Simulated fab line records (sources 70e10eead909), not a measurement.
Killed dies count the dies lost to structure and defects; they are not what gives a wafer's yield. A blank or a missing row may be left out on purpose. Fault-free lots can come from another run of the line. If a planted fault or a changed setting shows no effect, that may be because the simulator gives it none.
A struck lot beside a sound one | flow nand harc | 15 steps out of a route of 1159
Sound: wafers L814.1, L814.2, L814.6. Struck: wafers L829.3, L829.6 (left out: L829.1, a lot-mate that was not struck); the cause follows at the end.
Order at every step that has rows: each side's tool, ch and its chambers, its first start. Under that, the readings that differ: sound wafers | struck wafers | difference of the means | sigmas: that difference in standard deviations of wafers without a fault.
alike: readings with means less than 2 such deviations apart, plus words and numbers identical on both sides. not compared: withheld readings, readings lacking a value on some wafer, bounds such as >300 that could conceal the same value, and numbers that have no deviation in the record and whose values overlap.
Wherever a step has rows on one side only, a row that says differs or no value, or a row with sigmas, the two part there. When numbers do not overlap yet have no deviation, they are printed without sigmas and do not part them. Lack of a reading on every wafer of one side parts them only where that side has two or more wafers.

first, 1 step without rows for these wafers: NHARC_A_ONON_D1_DEP_09 (target thk 1000 nm).
NHARC_A_ONON_D1_THK_MEAS_11: measures by ellipsometry.
  sound on film metro-02, day 9 04:25; struck on film metro-02, day 12 19:46
  alike: thk nm
following that, 1 step holds no rows for these wafers, namely NHARC_A_ONON_D1_DEP_12 (target thickness 1000 nm).
NHARC_A_ONON_D1_THK_MEAS_14: measures by ellipsometry.
  sound on film metro-02, day 9 04:59; struck on film metro-02, day 12 20:22
  reading     | sound       | struck    | difference | sigmas
  thk nm (nm) | 996 995 996 | 1023 1023 | +27        | +2
then, 2 steps without rows for these wafers: NHARC_A_ONON_D1_ANNEAL_15 (time 3600 s); NHARC_A_ONON_D1_DEP_16 (target thk 1000 nm).
NHARC_A_ONON_D1_THK_MEAS_18: measures by ellipsometry.
  sound on film metro-02, day 9 09:46; struck on film metro-01, day 13 11:35
  alike: thk nm
following that, 1 step holds no rows for these wafers, namely NHARC_A_ONON_D1_DEP_19 (target thickness 1000 nm).
NHARC_A_ONON_D1_THK_MEAS_21: measures by ellipsometry.
  sound on film metro-01, day 9 10:37; struck on film metro-02, day 13 12:10
  alike: thk nm
following that, 1 step holds no rows for these wafers, namely NHARC_A_ONON_D1_DEP_22 (target thickness 1000 nm).
NHARC_A_ONON_D1_THK_MEAS_24: measures by ellipsometry.
  sound on film metro-01, day 9 11:32; struck on film metro-02, day 13 12:43
  reading     | sound       | struck    | difference | sigmas
  thk nm (nm) | 987 987 987 | 1005 1006 | +18        | +2
NHARC_A_ONON_D1_DEP_25: target thk 1000 nm.
  sound on pecvd onon-03 ch 0, day 9 11:52; struck on pecvd onon-03 ch 0, day 13 12:47
NHARC_A_ONON_D1_THK_MEAS_27: measures by ellipsometry.
  sound on film metro-02, day 9 12:22; struck on film metro-01, day 13 13:17
  reading     | sound       | struck    | difference | sigmas
  thk nm (nm) | 995 994 994 | 1166 1165 | +171       | +20
following that, 1 step holds no rows for these wafers, namely NHARC_A_ONON_D1_DEP_28 (target thickness 1000 nm).
-- break in the record here, with 12 days between the starts of the struck wafers on either side (left off in module A_ONON_D1, picked up again in module END, where the first step shown is number 1159 on the route) --
NHARC_END_SORT_01:
  only the struck wafers appear in the record here, on prober-02 ch 0 at day 25 04:08; the sound ones have no rows

WHERE THEY PART
Last at NHARC_END_SORT_01 as far as this record goes, first at NHARC_A_ONON_D1_THK_MEAS_14.

WHY: the cause the simulator had injected
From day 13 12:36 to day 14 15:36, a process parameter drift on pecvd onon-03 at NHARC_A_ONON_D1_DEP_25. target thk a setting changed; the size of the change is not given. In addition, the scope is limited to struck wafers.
